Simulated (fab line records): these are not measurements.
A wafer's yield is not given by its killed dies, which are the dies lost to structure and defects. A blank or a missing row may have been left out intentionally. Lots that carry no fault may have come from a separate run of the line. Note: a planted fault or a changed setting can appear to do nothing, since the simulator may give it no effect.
Matching of chambers || flow n5_finfet || N5_BEOL_M5_PECVD_70 on pecvd-01 has 3 sister chambers
The step deposits SiO2 from TEOS/O2, target thk 16 nm, time 18 s. 3 wafers are shown with their chamber, then 7 later ones without.

WAFERS PAIRED WITH THEIR CHAMBERS
{"wafer": "L084.4", "chamber": 1, "throttle_valve_pct (%)": 24.4}
{"wafer": "L084.5", "chamber": 2, "throttle_valve_pct (%)": 20.7}
{"wafer": "L087.4", "chamber": 0, "throttle_valve_pct (%)": 21.4}

WAFERS WHOSE CHAMBER IS MISSING
{"wafer": "L087.6", "throttle_valve_pct (%)": 24.8}
{"wafer": "L093.3", "throttle_valve_pct (%)": 21.0}
{"wafer": "L093.4", "throttle_valve_pct (%)": 24.6}
{"wafer": "L093.5", "throttle_valve_pct (%)": 21.6}
{"wafer": "L091.1", "throttle_valve_pct (%)": 20.9}
{"wafer": "L091.3", "throttle_valve_pct (%)": 21.6}
{"wafer": "L091.6", "throttle_valve_pct (%)": 20.9}

CHAMBER TAKEN BY EACH
{"wafer": "L087.6", "from the rows above": 1, "in truth": 1}
{"wafer": "L093.3", "from the rows above": "can't be placed: 2 or 0", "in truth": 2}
{"wafer": "L093.4", "from the rows above": 1, "in truth": 1}
{"wafer": "L093.5", "from the rows above": 0, "in truth": 0}
{"wafer": "L091.1", "from the rows above": "can't be placed: 2 or 0", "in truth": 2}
{"wafer": "L091.3", "from the rows above": 0, "in truth": 0}
{"wafer": "L091.6", "from the rows above": "can't be placed: 2 or 0", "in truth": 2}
Correctly placed: 4 of 7. Can't be placed from these rows: 3 (the true chamber is among the candidates in 3). Placed wrongly: 0.
How it was worked out, from the rows above alone: a wafer's distance from a chamber is the root of the sum, over the readings, of the square of ((its reading less the chamber's mean) divided by the reading's scatter). If the next closest chamber is less than 2 further off than the closest, the wafer can't be placed; otherwise it belongs to the closest. A chamber's mean is the mean of its shown wafers. The scatter: root of mean squared gap, hidden wafer to nearest shown wafer, with one shown wafer a chamber.
